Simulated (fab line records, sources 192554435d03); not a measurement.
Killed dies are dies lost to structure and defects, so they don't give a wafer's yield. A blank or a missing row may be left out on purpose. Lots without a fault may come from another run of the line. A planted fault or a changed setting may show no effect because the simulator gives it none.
Split-lot experiment | flow n5_finfet | 7 lots, 21 wafers read, on a route of 1938 steps

THE SPLIT
At N5_BEOL_M11_EXPOSE_08 (exposes mask M11), the setting dose_mj was moved away from the recipe's 53.75 on 5 of the 21 wafers read, by -5.2% to +3.6%. The other wafers ran this setting at the recipe's value.

FROM THE SPLIT TO THE READING: what the file shows between them, 16 steps
- N5_BEOL_M11_PEB_09: peb time 60 s
- N5_BEOL_M11_DEVELOP_10: develop time 30 s
- N5_BEOL_M11_CD_MEAS_11: target cd 64.1 nm
- N5_BEOL_M11_DESCUM_16: chemistry O2, time 7.9 s
- N5_BEOL_M11_ETCH_61: etches SiARC in CF4, target depth 39 nm, time 65 s
- N5_BEOL_M11_ETCH_62: etches SOC in N2/H2, target depth 110 nm, overetch 22 nm, time 165 s
- N5_BEOL_M11_STRIP_68: strips in N2/H2
- N5_BEOL_M11_HM_OPEN_17: chemistry Cl2/BCl3, target TiN, target depth 20 nm, overetch 6 nm
- N5_BEOL_M11_STRIP_19: strips in O2
- N5_BEOL_M11_CD_MEAS_18: pitch 140 nm, target cd 70 nm
- N5_BEOL_M11_ETCH_66: etches SOC in N2/H2, target depth 120 nm, overetch 24 nm, time 180 s (also split here: time_s)
- N5_BEOL_M11_TRENCH_ETCH_37: etches SiCOH lowk in C4F6/O2, target depth 148.83 nm, time 48 s (also split here: bias_w)
- N5_BEOL_M11_ETCH_41: etches SiCN in CH3F/O2, target depth 42.6 nm, time 86 s
- N5_BEOL_M11_STRIP_77: strips in N2/H2, time 10 s
- N5_BEOL_M11_PRECLEAN_42: cleans in residue remover, time 60 s
- N5_BEOL_M11_SRD_43: time 30 s

THE READING
cd_nm, in nm, at N5_BEOL_M11_CD_MEAS_35 (target cd 70 nm). Fault-free wafers of this fab line usually give 70.2 nm, standard deviation 0.67 nm.

wafer  | tool, chamber at the split | dose_mj as run | against the recipe | cd_nm, nm | against lot-mates on the recipe
L074.1 | arfi_scanner-02, 0         | 51.98          | -3.3%              | 67.7      | -1.5
L074.4 | arfi_scanner-02, 0         | 53.75          | recipe             | 69.5      | -
L074.6 | arfi_scanner-02, 0         | 53.75          | recipe             | 68.9      | -
L077.1 | arfi_scanner-03, 0         | 51.82          | -3.6%              | 68.1      | -2.1
L077.3 | arfi_scanner-03, 0         | 53.75          | recipe             | 70.2      | -
L077.5 | arfi_scanner-03, 0         | 51.82          | -3.6%              | 68.8      | -1.4
L079.1 | arfi_scanner-03, 0         | 53.75          | recipe             | 69.9      | -
L079.3 | arfi_scanner-03, 0         | 50.94          | -5.2%              | 67.1      | -2.9
L079.4 | arfi_scanner-03, 0         | 53.75          | recipe             | 70.0      | -
L081.1 | arfi_scanner-02, 0         | 53.75          | recipe             | 70.2      | -
L081.3 | arfi_scanner-02, 0         | 53.75          | recipe             | 69.2      | -
L081.6 | arfi_scanner-02, 0         | 53.75          | recipe             | 68.7      | -
L087.1 | arfi_scanner-03, 0         | 53.75          | recipe             | 69.4      | -
L087.2 | arfi_scanner-03, 0         | 53.75          | recipe             | 69.6      | -
L087.3 | arfi_scanner-03, 0         | 55.69          | +3.6%              | 72.0      | +2.5
L088.2 | arfi_scanner-01, 0         | 53.75          | recipe             | 70.7      | -
L088.3 | arfi_scanner-01, 0         | 53.75          | recipe             | 70.6      | -
L088.6 | arfi_scanner-01, 0         | 53.75          | recipe             | 70.1      | -
L092.1 | arfi_scanner-01, 0         | 53.75          | recipe             | 70.1      | -
L092.5 | arfi_scanner-01, 0         | 53.75          | recipe             | 70.3      | -
L092.6 | arfi_scanner-01, 0         | 53.75          | recipe             | 70.7      | -

THE FIT
A straight line over all 21 wafers: cd_nm changes by +0.519 nm for each +1% of dose_mj; r = +0.86; the points scatter about the line by 0.59 nm.
The same after taking each lot's own level away (the mean of its wafers on the recipe; 21 wafers): +0.548 nm for each +1%; r = +0.95; scatter 0.35 nm.
On that fit, the largest move of dose_mj shifts the reading by 2.9 nm.
The lots' own levels span 69.20 to 70.47 nm, that is 1.9 times the standard deviation above.
So the lot-to-lot level changes the slope little: the two slopes agree.
Check: with one of the wafers moved furthest among these (-5.2%) left out of the fit, the line predicts -2.78 nm for it against its lot-mates. It came out at -2.85 nm against them.

OTHER SPLITS ON THESE WAFERS
These wafers also went through other splits before the reading. Each is held against what the fit with the lots' levels taken away leaves over:
other split on the same wafers    | wafers away from the commonest value | r with cd_nm (lot level and that fit taken away)
N5_BEOL_M11_ETCH_66 time_s        | 4                                    | +0.36
N5_BEOL_M11_TRENCH_ETCH_37 bias_w | 7                                    | +0.33

THE WHOLE CHAIN: every reading that the file lists as answering this split, in the file's order
step                   | what it does                                       | reading                                                                | change (the file's fit)               | r (the file's)
N5_BEOL_M11_CD_MEAS_11 | target cd 64.1 nm                                  | cd_nm                                                                  | +0.592 nm for each +1% of the setting | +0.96
N5_BEOL_M11_ETCH_61    | etches SiARC in CF4, target depth 39 nm, time 65 s | BEOL_M11.cd_offset_nm (the simulator's own value, which no gauge read) | +0.537 nm for each +1% of the setting | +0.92
N5_BEOL_M11_CD_MEAS_18 | pitch 140 nm, target cd 70 nm                      | cd_nm                                                                  | +0.538 nm for each +1% of the setting | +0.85
N5_BEOL_M11_CD_MEAS_35 | target cd 70 nm                                    | cd_nm                                                                  | +0.546 nm for each +1% of the setting | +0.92

THE FILE'S OWN FIT
cd_nm changes by +0.546 nm for each +1% of dose_mj, r = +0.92.
